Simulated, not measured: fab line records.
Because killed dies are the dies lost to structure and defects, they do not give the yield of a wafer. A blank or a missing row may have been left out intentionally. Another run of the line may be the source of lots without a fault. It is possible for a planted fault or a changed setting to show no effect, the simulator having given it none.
fab line records :: flow n5Finfet :: part 2 of 2: steps 26 to 35 of 35
record
  lots=5
  wafers=15
  lastDay=17
route steps=1938 shown BEOL_M14@1734
lots untouched by any fault: they come from a run of this same line in which no faults occurred
startH: hours from the record's first day to the start of the lot's first wafer shown :: waitH: hours since the lot's step before :: " repeats the value in the row above :: L1.1+2: a row that stands for several wafers :: - no value present, or no start provided :: * or withheld: withheld :: < > ~ a bound
route shown NAME@n: names a module that has steps shown in the file, with the first one's number in the route :: usual: mean and standard deviation over wafers with no fault :: same: alike in all rows :: chamber/n: place in a boat :: sites: the reading at each site :: _std_site: their standard deviation :: _edge_site: the outer-site mean with the inner-site mean subtracted :: radiusMm: how far each site lies from the wafer's centre :: mask NAME#n: copy n :: behind: the last tool/chamber to shape the wafer :: hold: why the lot was held/for how many hours/how that ended :: device: the n, p or np transistor that did not switch :: end of line: at the end of the route, the tests of the same wafers :: for a step that has no rows: nothing shown but its recipe :: killed: at the first sort, the dies lost to defects and structure; wafer yield is something else :: map: the dies of a wafer, with x for killed, . for not killed, _ for no die there
set.NAME: the setting as run; set.NAME@STEP: as run at that earlier step :: model.NAME: the simulator's own value behind a step, which no gauge read
a table for each step, a row for each wafer; lots at some steps of the route
services: the hour from which a tool's chamber was out of use, counted from the record's first day as startH (under 0 if before that day), plus the number of hours and why
## steps
# step N5_BEOL_M14_SRD_40
# recipe
  timeS=30
  tempC=23
  rinseLiquid=diw
  dry=n2Spin
  spinRpm=1500
  dryTimeS=30
lot.wafer: L078.3+4+6
tool: wetBench-06
chamber: 2,3,6
startH: 276.72
waitH: 0.0

lot.wafer: L079.2+3+4
tool: wetBench-01
chamber: 4,6,0
startH: 280.76
waitH: 0.0

lot.wafer: L090.1+3+4
tool: wetBench-03
chamber: 4,1,5
startH: 357.19
waitH: 0.0

lot.wafer: L094.1+4+6
tool: wetBench-03
chamber: 7,5,0
startH: 383.00
waitH: 0.0

lot.wafer: L096.1+4+5
tool: wetBench-06
chamber: 5,2,1
startH: 389.38
waitH: 0.0
# step N5_BEOL_M14_DEGAS_41
# recipe
  ambient=vacuum
  tempC=300
  timeS=60
# usual
  heaterPowerW=457/49
lot.wafer: L078.3
tool: pvdSputter-02
chamber: -
startH: 276.87
waitH: 0.1
heaterPowerW: 382

lot.wafer: L078.4
tool: pvdSputter-02
chamber: -
startH: 276.87
waitH: 0.1
heaterPowerW: 426

lot.wafer: L078.6
tool: pvdSputter-02
chamber: -
startH: 276.87
waitH: 0.1
heaterPowerW: 429

lot.wafer: L079.2
tool: pvdSputter-02
chamber: -
startH: 280.83
waitH: 0.1
heaterPowerW: 394

lot.wafer: L079.3
tool: pvdSputter-02
chamber: -
startH: 280.83
waitH: 0.1
heaterPowerW: 395

lot.wafer: L079.4
tool: pvdSputter-02
chamber: -
startH: 280.83
waitH: 0.1
heaterPowerW: 464

lot.wafer: L090.1
tool: pvdSputter-01
chamber: -
startH: 357.67
waitH: 0.5
heaterPowerW: 480

lot.wafer: L090.3
tool: pvdSputter-01
chamber: -
startH: 357.67
waitH: 0.5
heaterPowerW: 393

lot.wafer: L090.4
tool: pvdSputter-01
chamber: -
startH: 357.67
waitH: 0.5
heaterPowerW: 535

lot.wafer: L094.1
tool: pvdSputter-02
chamber: -
startH: 383.38
waitH: 0.4
heaterPowerW: 405

lot.wafer: L094.4
tool: pvdSputter-02
chamber: -
startH: 383.38
waitH: 0.4
heaterPowerW: 394

lot.wafer: L094.6
tool: pvdSputter-02
chamber: -
startH: 383.38
waitH: 0.4
heaterPowerW: 390

lot.wafer: L096.1
tool: pvdSputter-03
chamber: -
startH: 389.87
waitH: 0.5
heaterPowerW: 485

lot.wafer: L096.4
tool: pvdSputter-03
chamber: -
startH: 389.87
waitH: 0.5
heaterPowerW: 477

lot.wafer: L096.5
tool: pvdSputter-03
chamber: -
startH: 389.87
waitH: 0.5
heaterPowerW: 482
# step N5_BEOL_M14_PRE_CLEAN_42
# recipe
  gas=H2/He
  timeS=30
  tempC=300
# usual
  heaterPowerW=457/48
lot.wafer: L078.3
tool: pvdSputter-02
chamber: -
startH: 276.91
waitH: 0.0
heaterPowerW: 398

lot.wafer: L078.4
tool: pvdSputter-02
chamber: -
startH: 276.91
waitH: 0.0
heaterPowerW: 437

lot.wafer: L078.6
tool: pvdSputter-02
chamber: -
startH: 276.91
waitH: 0.0
heaterPowerW: 442

lot.wafer: L079.2
tool: pvdSputter-02
chamber: -
startH: 280.87
waitH: 0.0
heaterPowerW: 394

lot.wafer: L079.3
tool: pvdSputter-02
chamber: -
startH: 280.87
waitH: 0.0
heaterPowerW: 401

lot.wafer: L079.4
tool: pvdSputter-02
chamber: -
startH: 280.87
waitH: 0.0
heaterPowerW: 475

lot.wafer: L090.1
tool: pvdSputter-01
chamber: -
startH: 357.71
waitH: 0.0
heaterPowerW: 497

lot.wafer: L090.3
tool: pvdSputter-01
chamber: -
startH: 357.71
waitH: 0.0
heaterPowerW: 397

lot.wafer: L090.4
tool: pvdSputter-01
chamber: -
startH: 357.71
waitH: 0.0
heaterPowerW: 553

lot.wafer: L094.1
tool: pvdSputter-02
chamber: -
startH: 383.42
waitH: 0.0
heaterPowerW: 393

lot.wafer: L094.4
tool: pvdSputter-02
chamber: -
startH: 383.42
waitH: 0.0
heaterPowerW: 404

lot.wafer: L094.6
tool: pvdSputter-02
chamber: -
startH: 383.42
waitH: 0.0
heaterPowerW: 406

lot.wafer: L096.1
tool: pvdSputter-03
chamber: -
startH: 389.91
waitH: 0.0
heaterPowerW: 492

lot.wafer: L096.4
tool: pvdSputter-03
chamber: -
startH: 389.91
waitH: 0.0
heaterPowerW: 477

lot.wafer: L096.5
tool: pvdSputter-03
chamber: -
startH: 389.91
waitH: 0.0
heaterPowerW: 494
# step N5_BEOL_M14_SPUTTER_43
# recipe
  material=TaN
  targetThkA=150
  tempC=50
  biasV=168.6
  powerW=15000
  chamberPressurePa=0.12
  timeS=24.19
# usual
  throttleValvePct=30.2/0.91
lot.wafer: L078.3
tool: pvdSputter-02
chamber: -
startH: 276.95
waitH: 0.0
throttleValvePct: 29.4

lot.wafer: L078.4
tool: pvdSputter-02
chamber: -
startH: 276.95
waitH: 0.0
throttleValvePct: 30.4

lot.wafer: L078.6
tool: pvdSputter-02
chamber: -
startH: 276.95
waitH: 0.0
throttleValvePct: 30.4

lot.wafer: L079.2
tool: pvdSputter-02
chamber: -
startH: 280.91
waitH: 0.0
throttleValvePct: 29.7

lot.wafer: L079.3
tool: pvdSputter-02
chamber: -
startH: 280.91
waitH: 0.0
throttleValvePct: 29.4

lot.wafer: L079.4
tool: pvdSputter-02
chamber: -
startH: 280.91
waitH: 0.0
throttleValvePct: 29.0

lot.wafer: L090.1
tool: pvdSputter-01
chamber: -
startH: 357.75
waitH: 0.0
throttleValvePct: 31.8

lot.wafer: L090.3
tool: pvdSputter-01
chamber: -
startH: 357.75
waitH: 0.0
throttleValvePct: 30.9

lot.wafer: L090.4
tool: pvdSputter-01
chamber: -
startH: 357.75
waitH: 0.0
throttleValvePct: 29.7

lot.wafer: L094.1
tool: pvdSputter-02
chamber: -
startH: 383.46
waitH: 0.0
throttleValvePct: 29.2

lot.wafer: L094.4
tool: pvdSputter-02
chamber: -
startH: 383.46
waitH: 0.0
throttleValvePct: 29.2

lot.wafer: L094.6
tool: pvdSputter-02
chamber: -
startH: 383.46
waitH: 0.0
throttleValvePct: 29.1

lot.wafer: L096.1
tool: pvdSputter-03
chamber: -
startH: 389.95
waitH: 0.0
throttleValvePct: 29.6

lot.wafer: L096.4
tool: pvdSputter-03
chamber: -
startH: 389.95
waitH: 0.0
throttleValvePct: 30.3

lot.wafer: L096.5
tool: pvdSputter-03
chamber: -
startH: 389.95
waitH: 0.0
throttleValvePct: 29.4
# step N5_BEOL_M14_SPUTTER_44
# recipe
  material=Ta
  targetThkA=150
  tempC=50
  biasV=80
  powerW=15000
  chamberPressurePa=0.07
  timeS=24.19
# usual
  throttleValvePct=30.2/0.93
lot.wafer: L078.3
tool: pvdSputter-02
chamber: -
startH: 277.03
waitH: 0.0
throttleValvePct: 29.7

lot.wafer: L078.4
tool: pvdSputter-02
chamber: -
startH: 277.03
waitH: 0.0
throttleValvePct: 30.4

lot.wafer: L078.6
tool: pvdSputter-02
chamber: -
startH: 277.03
waitH: 0.0
throttleValvePct: 30.4

lot.wafer: L079.2
tool: pvdSputter-02
chamber: -
startH: 280.99
waitH: 0.0
throttleValvePct: 29.3

lot.wafer: L079.3
tool: pvdSputter-02
chamber: -
startH: 280.99
waitH: 0.0
throttleValvePct: 29.3

lot.wafer: L079.4
tool: pvdSputter-02
chamber: -
startH: 280.99
waitH: 0.0
throttleValvePct: 28.9

lot.wafer: L090.1
tool: pvdSputter-01
chamber: -
startH: 357.83
waitH: 0.0
throttleValvePct: 31.7

lot.wafer: L090.3
tool: pvdSputter-01
chamber: -
startH: 357.83
waitH: 0.0
throttleValvePct: 31.1

lot.wafer: L090.4
tool: pvdSputter-01
chamber: -
startH: 357.83
waitH: 0.0
throttleValvePct: 29.4

lot.wafer: L094.1
tool: pvdSputter-02
chamber: -
startH: 383.54
waitH: 0.0
throttleValvePct: 29.3

lot.wafer: L094.4
tool: pvdSputter-02
chamber: -
startH: 383.54
waitH: 0.0
throttleValvePct: 29.3

lot.wafer: L094.6
tool: pvdSputter-02
chamber: -
startH: 383.54
waitH: 0.0
throttleValvePct: 29.2

lot.wafer: L096.1
tool: pvdSputter-03
chamber: -
startH: 390.03
waitH: 0.0
throttleValvePct: 29.4

lot.wafer: L096.4
tool: pvdSputter-03
chamber: -
startH: 390.03
waitH: 0.0
throttleValvePct: 30.4

lot.wafer: L096.5
tool: pvdSputter-03
chamber: -
startH: 390.03
waitH: 0.0
throttleValvePct: 29.4
# step N5_BEOL_M14_SPUTTER_45
# recipe
  material=Cu
  targetThkA=1000
  tempC=-20
  biasV=60
  powerW=26000
  chamberPressurePa=0.13
  timeS=16.67
# usual
  chuckGasFlowSccm=1.26/0.054
  throttleValvePct=30.2/0.91
lot.wafer: L078.3
tool: pvdSputter-02
chamber: -
startH: 277.11
waitH: 0.0
chuckGasFlowSccm: 1.21
throttleValvePct: 29.8

lot.wafer: L078.4
tool: pvdSputter-02
chamber: -
startH: 277.11
waitH: 0.0
chuckGasFlowSccm: 1.19
throttleValvePct: 30.5

lot.wafer: L078.6
tool: pvdSputter-02
chamber: -
startH: 277.11
waitH: 0.0
chuckGasFlowSccm: 1.26
throttleValvePct: 30.4

lot.wafer: L079.2
tool: pvdSputter-02
chamber: -
startH: 281.07
waitH: 0.0
chuckGasFlowSccm: 1.23
throttleValvePct: 29.7

lot.wafer: L079.3
tool: pvdSputter-02
chamber: -
startH: 281.07
waitH: 0.0
chuckGasFlowSccm: 1.27
throttleValvePct: 29.1

lot.wafer: L079.4
tool: pvdSputter-02
chamber: -
startH: 281.07
waitH: 0.0
chuckGasFlowSccm: 1.31
throttleValvePct: 29.4

lot.wafer: L090.1
tool: pvdSputter-01
chamber: -
startH: 357.91
waitH: 0.0
chuckGasFlowSccm: 1.27
throttleValvePct: 31.7

lot.wafer: L090.3
tool: pvdSputter-01
chamber: -
startH: 357.91
waitH: 0.0
chuckGasFlowSccm: 1.22
throttleValvePct: 30.9

lot.wafer: L090.4
tool: pvdSputter-01
chamber: -
startH: 357.91
waitH: 0.0
chuckGasFlowSccm: 1.25
throttleValvePct: 29.4

lot.wafer: L094.1
tool: pvdSputter-02
chamber: -
startH: 383.62
waitH: 0.0
chuckGasFlowSccm: 1.16
throttleValvePct: 29.8

lot.wafer: L094.4
tool: pvdSputter-02
chamber: -
startH: 383.62
waitH: 0.0
chuckGasFlowSccm: 1.24
throttleValvePct: 29.0

lot.wafer: L094.6
tool: pvdSputter-02
chamber: -
startH: 383.62
waitH: 0.0
chuckGasFlowSccm: 1.30
throttleValvePct: 29.4

lot.wafer: L096.1
tool: pvdSputter-03
chamber: -
startH: 390.11
waitH: 0.0
chuckGasFlowSccm: 1.34
throttleValvePct: 29.5

lot.wafer: L096.4
tool: pvdSputter-03
chamber: -
startH: 390.11
waitH: 0.0
chuckGasFlowSccm: 1.29
throttleValvePct: 30.2

lot.wafer: L096.5
tool: pvdSputter-03
chamber: -
startH: 390.11
waitH: 0.0
chuckGasFlowSccm: 1.25
throttleValvePct: 29.4
# step N5_BEOL_M14_ECD_47
# recipe
  material=Cu
  targetThkA=12480
lot.wafer: L078.3+4+6
tool: ecdCu-02
chamber: 0,1,0
startH: 277.28
waitH: 0.1

lot.wafer: L079.2+3+4
tool: ecdCu-01
chamber: 0,1,0
startH: 281.19
waitH: 0.1

lot.wafer: L090.1+3+4
tool: ecdCu-01
chamber: 1,0,1
startH: 358.02
waitH: 0.1

lot.wafer: L094.1+4+6
tool: ecdCu-02
chamber: 0,1,0
startH: 383.74
waitH: 0.1

lot.wafer: L096.1+4+5
tool: ecdCu-02
chamber: 1,0,0
startH: 390.22
waitH: 0.1
# step N5_BEOL_M14_ANNEAL_48
# recipe
  tempC=225
  timeS=90
  ambient=N2
# usual
  annealTempCMax=225.90/0.23
  wafer_temp_C_max=225.82/0.23
lot.wafer: L078.3
tool: rtpAnneal-02
chamber: 0
startH: 277.55
waitH: 0.2
annealTempCMax: 225.93
wafer_temp_C_max: 225.30

lot.wafer: L078.4
tool: rtpAnneal-02
chamber: 0
startH: 277.55
waitH: 0.2
annealTempCMax: 225.76
wafer_temp_C_max: 225.59

lot.wafer: L078.6
tool: rtpAnneal-02
chamber: 0
startH: 277.55
waitH: 0.2
annealTempCMax: 225.86
wafer_temp_C_max: 225.66

lot.wafer: L079.2
tool: rtpAnneal-02
chamber: 0
startH: 281.43
waitH: 0.2
annealTempCMax: 225.36
wafer_temp_C_max: 225.86

lot.wafer: L079.3
tool: rtpAnneal-02
chamber: 0
startH: 281.43
waitH: 0.2
annealTempCMax: 226.02
wafer_temp_C_max: 225.66

lot.wafer: L079.4
tool: rtpAnneal-02
chamber: 0
startH: 281.43
waitH: 0.2
annealTempCMax: 225.50
wafer_temp_C_max: 225.80

lot.wafer: L090.1
tool: rtpAnneal-02
chamber: 0
startH: 358.59
waitH: 0.5
annealTempCMax: 225.76
wafer_temp_C_max: 225.72

lot.wafer: L090.3
tool: rtpAnneal-02
chamber: 0
startH: 358.59
waitH: 0.5
annealTempCMax: 226.02
wafer_temp_C_max: 226.10

lot.wafer: L090.4
tool: rtpAnneal-02
chamber: 0
startH: 358.59
waitH: 0.5
annealTempCMax: 225.93
wafer_temp_C_max: 225.59

lot.wafer: L094.1
tool: rtpAnneal-02
chamber: 0
startH: 384.08
waitH: 0.3
annealTempCMax: 225.55
wafer_temp_C_max: 225.72

lot.wafer: L094.4
tool: rtpAnneal-02
chamber: 0
startH: 384.08
waitH: 0.3
annealTempCMax: 225.23
wafer_temp_C_max: 225.71

lot.wafer: L094.6
tool: rtpAnneal-02
chamber: 0
startH: 384.08
waitH: 0.3
annealTempCMax: 225.46
wafer_temp_C_max: 225.45

lot.wafer: L096.1
tool: rtpAnneal-02
chamber: 0
startH: 390.41
waitH: 0.1
annealTempCMax: 226.18
wafer_temp_C_max: 225.84

lot.wafer: L096.4
tool: rtpAnneal-02
chamber: 0
startH: 390.41
waitH: 0.1
annealTempCMax: 226.31
wafer_temp_C_max: 226.00

lot.wafer: L096.5
tool: rtpAnneal-02
chamber: 0
startH: 390.41
waitH: 0.1
annealTempCMax: 226.06
wafer_temp_C_max: 226.18
# step N5_BEOL_M14_CMP_49
# recipe
  stopOn=SiO2
  tOverpolishS=5.2
  downForcePsi=2
  platenRpm=80
  clearingPlatenDownForcePsi=2
  clearingPlatenRpm=80
  postCmpClean=cuAlkaline
  targetThkNm=560
  clearingPlatenPadVelocityMS=1.5917
  padVelocityMS=1.5917
# usual
  barrierFieldEndpointS=11.49/0.25
  headPressurePsi=2.000/0.0043
  motorCurrentA=8.9/0.91
  overpolishRunS=5.200/0.009
  padLifeWafers=859/570
  timeToEndpointS=123/4.2
lot.wafer: L078.4
tool: cmp-04
chamber: 0
startH: 277.77
waitH: 0.1
barrierFieldEndpointS: 11.85
headPressurePsi: 2.001
motorCurrentA: 9.8
overpolishRunS: 5.196
padLifeWafers: 1818
timeToEndpointS: 133

lot.wafer: L078.3
tool: cmp-04
chamber: 2
startH: 277.77
waitH: 0.1
barrierFieldEndpointS: 11.45
headPressurePsi: 1.996
motorCurrentA: 8.3
overpolishRunS: 5.196
padLifeWafers: 1820
timeToEndpointS: 130

lot.wafer: L078.6
tool: cmp-04
chamber: 1
startH: 277.77
waitH: 0.1
barrierFieldEndpointS: 11.83
headPressurePsi: 2.000
motorCurrentA: 8.2
overpolishRunS: 5.201
padLifeWafers: -
timeToEndpointS: 129

lot.wafer: L079.4
tool: cmp-01
chamber: 2
startH: 281.69
waitH: 0.1
barrierFieldEndpointS: 11.56
headPressurePsi: 2.006
motorCurrentA: 8.7
overpolishRunS: 5.195
padLifeWafers: 162
timeToEndpointS: 128

lot.wafer: L079.2
tool: cmp-01
chamber: 0
startH: 281.69
waitH: 0.1
barrierFieldEndpointS: 11.29
headPressurePsi: 2.001
motorCurrentA: 10.2
overpolishRunS: 5.217
padLifeWafers: 164
timeToEndpointS: 121

lot.wafer: L079.3
tool: cmp-01
chamber: 1
startH: 281.69
waitH: 0.1
barrierFieldEndpointS: 11.25
headPressurePsi: 2.009
motorCurrentA: 9.8
overpolishRunS: 5.202
padLifeWafers: 165
timeToEndpointS: 118

lot.wafer: L090.4
tool: cmp-02
chamber: 0
startH: 358.89
waitH: 0.1
barrierFieldEndpointS: 11.35
headPressurePsi: 2.003
motorCurrentA: 7.3
overpolishRunS: 5.218
padLifeWafers: 1056
timeToEndpointS: 123

lot.wafer: L090.3
tool: cmp-02
chamber: 1
startH: 358.89
waitH: 0.1
barrierFieldEndpointS: 11.32
headPressurePsi: 1.996
motorCurrentA: 9.5
overpolishRunS: 5.209
padLifeWafers: 1057
timeToEndpointS: 119

lot.wafer: L090.1
tool: cmp-02
chamber: 2
startH: 358.89
waitH: 0.1
barrierFieldEndpointS: 11.36
headPressurePsi: 2.010
motorCurrentA: 8.5
overpolishRunS: 5.193
padLifeWafers: 1058
timeToEndpointS: 123

lot.wafer: L094.4
tool: cmp-01
chamber: 2
startH: 384.48
waitH: 0.2
barrierFieldEndpointS: 11.51
headPressurePsi: 2.003
motorCurrentA: 8.2
overpolishRunS: 5.180
padLifeWafers: 986
timeToEndpointS: 121

lot.wafer: L094.1
tool: cmp-01
chamber: 3
startH: 384.48
waitH: 0.2
barrierFieldEndpointS: 11.42
headPressurePsi: 1.994
motorCurrentA: 8.7
overpolishRunS: 5.216
padLifeWafers: 987
timeToEndpointS: 122

lot.wafer: L094.6
tool: cmp-01
chamber: 0
startH: 384.48
waitH: 0.2
barrierFieldEndpointS: 11.54
headPressurePsi: 1.996
motorCurrentA: 9.4
overpolishRunS: 5.197
padLifeWafers: -
timeToEndpointS: 121

lot.wafer: L096.4
tool: cmp-02
chamber: 2
startH: 390.71
waitH: 0.1
barrierFieldEndpointS: 11.87
headPressurePsi: 1.998
motorCurrentA: 8.5
overpolishRunS: 5.205
padLifeWafers: 1326
timeToEndpointS: 123

lot.wafer: L096.1
tool: cmp-02
chamber: 0
startH: 390.71
waitH: 0.1
barrierFieldEndpointS: 11.59
headPressurePsi: 1.996
motorCurrentA: 7.2
overpolishRunS: 5.211
padLifeWafers: 1328
timeToEndpointS: 123

lot.wafer: L096.5
tool: cmp-02
chamber: 2
startH: 390.71
waitH: 0.1
barrierFieldEndpointS: 11.80
headPressurePsi: 1.998
motorCurrentA: 8.9
overpolishRunS: 5.199
padLifeWafers: -
timeToEndpointS: 124
# step N5_BEOL_M14_THK_MEAS_50
# recipe
  thkMeasGauge=xrf
  reads=Cu_of_BEOL_M14_ECD_47
# usual
  M14_THK=601/17
lot.wafer: L078.3
tool: filmMetro-01
chamber: -
startH: 278.07
waitH: -
M14_THK[nm]: 586

lot.wafer: L078.4
tool: filmMetro-01
chamber: -
startH: 278.07
waitH: -
M14_THK[nm]: 621

lot.wafer: L078.6
tool: filmMetro-01
chamber: -
startH: 278.07
waitH: -
M14_THK[nm]: 586

lot.wafer: L079.2
tool: filmMetro-02
chamber: -
startH: 281.99
waitH: -
M14_THK[nm]: 632

lot.wafer: L079.3
tool: filmMetro-02
chamber: -
startH: 281.99
waitH: -
M14_THK[nm]: 594

lot.wafer: L079.4
tool: filmMetro-02
chamber: -
startH: 281.99
waitH: -
M14_THK[nm]: 598

lot.wafer: L090.1
tool: filmMetro-01
chamber: -
startH: 359.18
waitH: -
M14_THK[nm]: 599

lot.wafer: L090.3
tool: filmMetro-01
chamber: -
startH: 359.18
waitH: -
M14_THK[nm]: 580

lot.wafer: L090.4
tool: filmMetro-01
chamber: -
startH: 359.18
waitH: -
M14_THK[nm]: 619

lot.wafer: L094.1
tool: filmMetro-02
chamber: -
startH: 384.70
waitH: -
M14_THK[nm]: 573

lot.wafer: L094.4
tool: filmMetro-02
chamber: -
startH: 384.70
waitH: -
M14_THK[nm]: 613

lot.wafer: L094.6
tool: filmMetro-02
chamber: -
startH: 384.70
waitH: -
M14_THK[nm]: 613

lot.wafer: L096.1
tool: filmMetro-01
chamber: -
startH: 391.00
waitH: -
M14_THK[nm]: 609

lot.wafer: L096.4
tool: filmMetro-01
chamber: -
startH: 391.00
waitH: -
M14_THK[nm]: 587

lot.wafer: L096.5
tool: filmMetro-01
chamber: -
startH: 391.00
waitH: -
M14_THK[nm]: 586
## services
tool: cmp-01
chamber: -
startH: 257.60
hours: 4.0
kind: pm

tool: pvdSputter-01
chamber: -
startH: 265.60
hours: 4.9
kind: repair

tool: krfScanner-02
chamber: -
startH: 278.03
hours: 1.0
kind: pm

tool: krfScanner-01
chamber: -
startH: 280.89
hours: 0.8
kind: pm

tool: cmp-02
chamber: -
startH: 287.69
hours: 1.8
kind: repair

tool: cmp-01
chamber: -
startH: 294.79
hours: 0.3
kind: repair

tool: cmp-04
chamber: -
startH: 301.90
hours: 1.0
kind: repair

tool: cmp-02
chamber: -
startH: 305.39
hours: 3.3
kind: repair

tool: pvdSputter-02
chamber: -
startH: 306.05
hours: 1.9
kind: repair

tool: rieDiel-06
chamber: -
startH: 307.32
hours: 2.8
kind: pm

tool: cmp-04
chamber: -
startH: 309.92
hours: 4.0
kind: pm

tool: rieDiel-02
chamber: -
startH: 329.88
hours: 24.2
kind: repair

tool: krfScanner-01
chamber: -
startH: 331.12
hours: 3.6
kind: pm

tool: cmp-04
chamber: -
startH: 339.29
hours: 2.1
kind: repair

tool: cmp-02
chamber: -
startH: 340.86
hours: 5.7
kind: pm

tool: cmp-04
chamber: -
startH: 345.60
hours: 0.3
kind: repair

tool: wetBench-01
chamber: -
startH: 346.44
hours: 1.3
kind: repair

tool: pvdSputter-03
chamber: -
startH: 352.94
hours: 1.0
kind: repair

tool: krfScanner-01
chamber: -
startH: 364.05
hours: 1.0
kind: pm

tool: cmp-04
chamber: -
startH: 368.89
hours: 0.9
kind: repair

tool: cmp-01
chamber: -
startH: 370.50
hours: 3.1
kind: repair

tool: krfScanner-01
chamber: -
startH: 374.67
hours: 1.3
kind: pm

tool: krfScanner-02
chamber: -
startH: 379.27
hours: 1.3
kind: pm

tool: rieDiel-06
chamber: 2
startH: 386.98
hours: 7.8
kind: repair
